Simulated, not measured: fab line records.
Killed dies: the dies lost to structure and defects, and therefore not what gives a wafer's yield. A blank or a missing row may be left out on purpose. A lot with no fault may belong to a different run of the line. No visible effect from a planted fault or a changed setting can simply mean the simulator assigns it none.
Matching of chambers / flow n5 finfet / 4 sister chambers for N5_BEOL_M0_SAQP_ETCH_106 on rie diel-06
The step etches SOC in N2/H2, stops on SiNx, target depth 150 nm. 4 wafers are shown with their chamber, then 7 later ones without.

## WAFERS PAIRED WITH THEIR CHAMBERS
wafer=L083.4; chamber=3; drypump motor current A (A)=5.8
wafer=L085.4; chamber=1; drypump motor current A (A)=5.3
wafer=L093.2; chamber=2; drypump motor current A (A)=6.6
wafer=L093.3; chamber=0; drypump motor current A (A)=6.2

## WAFERS WITHOUT THEIR CHAMBER
wafer=L093.4; drypump motor current A (A)=5.8
wafer=L095.1; drypump motor current A (A)=5.2
wafer=L095.3; drypump motor current A (A)=5.8
wafer=L095.6; drypump motor current A (A)=6.2
wafer=L097.1; drypump motor current A (A)=5.8
wafer=L097.2; drypump motor current A (A)=5.2
wafer=L097.5; drypump motor current A (A)=5.2

## WHICH CHAMBER EACH ONE RAN IN
wafer=L093.4; from the rows above=3; in truth=3
wafer=L095.1; from the rows above=1; in truth=1
wafer=L095.3; from the rows above=3; in truth=3
wafer=L095.6; from the rows above=0; in truth=0
wafer=L097.1; from the rows above=3; in truth=3
wafer=L097.2; from the rows above=1; in truth=1
wafer=L097.5; from the rows above=1; in truth=1
7 of 7 placed correctly. Left unplaced by these rows: 0. Placed wrongly: 0.
How it was worked out, from the rows above alone: a wafer's distance from a chamber is the root of the sum, over the readings, of the square of ((its reading less the chamber's mean) divided by the reading's scatter). If the next closest chamber is less than 2 further off than the closest, the wafer can't be placed; otherwise it belongs to the closest. A chamber's mean is the mean of its shown wafers. The scatter: with one shown wafer a chamber, the root of the mean of the squares of how far each hidden wafer lies from its nearest shown one.
